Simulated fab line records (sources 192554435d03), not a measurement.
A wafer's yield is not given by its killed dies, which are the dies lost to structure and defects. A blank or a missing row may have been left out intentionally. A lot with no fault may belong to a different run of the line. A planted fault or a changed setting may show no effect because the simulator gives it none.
One fault through the eyes of 3 desks    flow n5_finfet    numbers are kept per desk, each desk with only its own; the story behind them comes last

## METROLOGY DESK
Means of the sampled wafers that have a number, per lot and without regard to the tool the lot ran on: this is what the gauges read. A lot is out of limits, marked OUT, if its mean lies more than 4 standard deviations from the usual mean; the brackets give that distance.
Columns: A = cd_nm at N5_BEOL_M13_CD_MEAS_10, usual 189.9 nm; B = V12_OVL at N5_BEOL_M13_OVL_MEAS_11, usual -5 nm; C = cd_nm at N5_BEOL_M13_CD_MEAS_17, usual 189.7 nm
lot   first seen here  A      B    C
L753  day 13 06:31     190.4  -7   190.0
L758  day 14 01:26     189.5  -12  188.2
L763  day 15 11:59     190.5  -6   190.9
L762  day 15 13:03     188.9  1    189.7
L765  day 15 23:25     188.2  -12  188.0
L766  day 16 16:20     190.8  -3   192.4
This desk's finding: nothing out of limits on any of the 6 lots.

## THE DEFECT DESK
Lot by lot, what the route's inspections counted, given as the mean of those sampled wafers with a number. A lot is out of limits, marked OUT, if its mean lies more than 4 standard deviations from the usual mean; the brackets give that distance.
Columns: A = raw_defect_count at N5_BEOL_M13_INSPECT_12, usual 2.2
lot   first seen here  A
L753  day 13 06:34     2.3
L758  day 14 01:29     2.7
L763  day 15 12:03     4.0
L762  day 15 13:07     2.0
L765  day 15 23:28     2.7
L766  day 16 16:23     1.0
This desk's finding: nothing out of limits on any of the 6 lots.

## TOOL OWNER'S DESK, litho_track-01
The tool's own readings at N5_BEOL_M13_COAT_65 (time 60 s, resist thk 350 nm): means of the sampled wafers that have a number, for each lot that ran on this tool. A lot is out of limits, marked OUT, if its mean lies more than 4 standard deviations from the usual mean; the brackets give that distance.
Columns: A = dispense_pressure_kPa at N5_BEOL_M13_COAT_65, usual 45.9 kPa; B = exhaust_pa at N5_BEOL_M13_COAT_65, usual 45.1 Pa; C = heater_power_total_W at N5_BEOL_M13_COAT_65, usual 500.4 W; D = plate_temp_C at N5_BEOL_M13_COAT_65, usual 250.01 C
lot   first seen here  A     B     C                D
L758  day 14 02:05     45.1  45.2  499.3            250.03
L763  day 15 12:39     45.1  44.8  452.1 (-27) OUT  231.02 (-99 or more) OUT
L762  day 15 13:43     45.1  45.7  453.9 (-26) OUT  230.80 (-99 or more) OUT
This desk's finding: out of limits on L762, L763; first on L763, day 15 12:39 (heater_power_total_W at N5_BEOL_M13_COAT_65). L758 stayed within limits.

## PUT TOGETHER
The tool owner's desk had the chance to raise an alarm at day 15 12:39 on L762, L763.
Metrology desk: nothing out of limits seen.
No out-of-limits result turned up at the defect desk.
The metrology desk has L762, L763 on record, within its limits.
The defect desk has L762, L763 on record, within its limits.
Of the lots named, all ran N5_BEOL_M13_COAT_65 on litho_track-01.

## WHAT THE SIMULATOR HAD INSERTED
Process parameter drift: litho_track-01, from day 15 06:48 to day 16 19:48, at N5_BEOL_M13_COAT_65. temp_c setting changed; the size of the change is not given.
Shown lots that were struck: L762, L763.
Time in hours from fault onset to the first out-of-limits reading at each desk: the tool owner's desk, 6.
